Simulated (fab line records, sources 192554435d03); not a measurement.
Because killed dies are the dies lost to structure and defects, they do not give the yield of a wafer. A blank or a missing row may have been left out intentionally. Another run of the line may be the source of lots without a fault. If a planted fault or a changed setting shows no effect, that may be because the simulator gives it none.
Comparing a struck lot with a sound one || flow n5_finfet || 14 steps out of a route of 1938
Sound: the wafers L440.2, L440.4, L440.6. Struck: wafer L448.3 (left out: L448.1, L448.4 of the same lot, which were not struck); the cause appears at the end.
For every step that has rows: the tool of each side, followed by ch and its chambers, followed by its first start. Under that, the readings that differ: sound wafers || struck wafers || difference of the means || sigmas: that difference in standard deviations of wafers without a fault.
alike: same words and numbers on both sides, and readings whose means sit less than 2 such deviations apart. not compared: any withheld reading, any reading some wafer has no value for, any bound like >300 that may hide the same value, and any number with overlapping values for which the record gives no deviation.
A row with sigmas, a row that says differs or no value, or rows on one side alone: a step with any of these is where the two part. Non-overlapping numbers with no deviation appear without sigmas and do not part them. Lack of a reading on every wafer of one side parts them only where that side has two or more wafers.

N5_BEOL_M8_TRENCH_ETCH_37: etches SiCOH lowk in C4F6/O2, target depth 93.478 nm, time 31.2 s.
  sound: rie_diel-02 ch 1,3; struck: rie_diel-03 ch 2
  alike: drypump_motor_current_A, oes_ar_750_au, oes_product_au, rf_vpp_V, showerhead_plenum_p_Torr, throttle_valve_pct
  not compared: rf_hours_counter_h
N5_BEOL_M8_ETCH_41: etches SiCN in CH3F/O2, target depth 31.9 nm, time 57.8 s.
  sound: rie_diel-02 ch 1,3; struck: rie_diel-03 ch 2
{"reading": "rf_vpp_V (V)", "sound": "297.4 299.2 296.1", "struck": 301.6, "difference": "+4.0", "sigmas": "+3"}
  alike: drypump_motor_current_A, oes_product_au, showerhead_plenum_p_Torr, throttle_valve_pct
  not compared: rf_hours_counter_h
N5_BEOL_M8_STRIP_80: strips in N2/H2, time 10 s.
  sound: rie_diel-02 ch 1,3; struck: rie_diel-03 ch 2
  alike: bias_power_w, drypump_motor_current_A, n2_flow_sccm, oes_product_au, rf_vpp_V, showerhead_plenum_p_Torr, throttle_valve_pct
  not compared: rf_hours_counter_h
N5_BEOL_M8_OCD_MEAS_38:
  sound on ocd-01, day 13 01:01; struck on ocd-02, day 15 02:55
  alike: trench_depth_nm
then, 4 steps without rows for these wafers: N5_BEOL_M8_HM_STRIP_39 (strips TiN in peroxide tin strip, target depth 25 nm, time 158 s); N5_BEOL_M8_SRD_40 (time 30 s); N5_BEOL_M8_PRECLEAN_42 (cleans in residue remover, time 60 s); N5_BEOL_M8_SRD_43 (time 30 s).
N5_BEOL_M8_CD_MEAS_35: target cd 40 nm.
  sound on cd_sem-01, day 13 01:11; struck on cd_sem-03, day 15 03:04
  alike: cd_nm
N5_BEOL_M8_CURE_75: cures SiCOH lowk, time 120 s.
  sound on uv_cure-03 ch 0, day 13 01:26; struck on uv_cure-03 ch 0, day 15 03:07
  alike: lamp_power_pct, wafer_temp_C_max
N5_BEOL_M8_DEGAS_44: time 60 s.
  sound on pvd_sputter-01, day 13 02:04; struck on pvd_sputter-03, day 15 04:32
  alike: heater_power_w
then, 1 step without rows for these wafers: N5_BEOL_M8_PRE_CLEAN_45 (time 30 s).
N5_BEOL_M8_ALD_77: deposits TaN, target thk 2 nm, pulse time 2 s, purge time 3 s.
  sound on ald_metal-02 ch 1,3, day 13 02:11; struck on ald_metal-01 ch 1, day 15 04:46
{"reading": "ald_cycles", "sound": "40 40 40", "struck": 52, "difference": "+12", "sigmas": ""}
{"reading": "model.TaN_of_BEOL_M8_ALD_77.thk_nm (nm)", "sound": "2 2 2", "struck": 2.6, "difference": "+0.6", "sigmas": ""}
  alike: heater_power_outer_w, heater_power_w, precursor_vessel_temp_c
next, for these wafers, 1 step has no rows: N5_BEOL_M8_SURFACE_TREAT_79.

== WHERE THEY PART ==
Only at N5_BEOL_M8_ETCH_41, as far as this record shows. Later steps at which nothing parts them and some readings are alike: N5_BEOL_M8_STRIP_80, N5_BEOL_M8_OCD_MEAS_38, N5_BEOL_M8_CD_MEAS_35, N5_BEOL_M8_CURE_75, N5_BEOL_M8_DEGAS_44, N5_BEOL_M8_ALD_77.

WHY: whatever the simulator had introduced
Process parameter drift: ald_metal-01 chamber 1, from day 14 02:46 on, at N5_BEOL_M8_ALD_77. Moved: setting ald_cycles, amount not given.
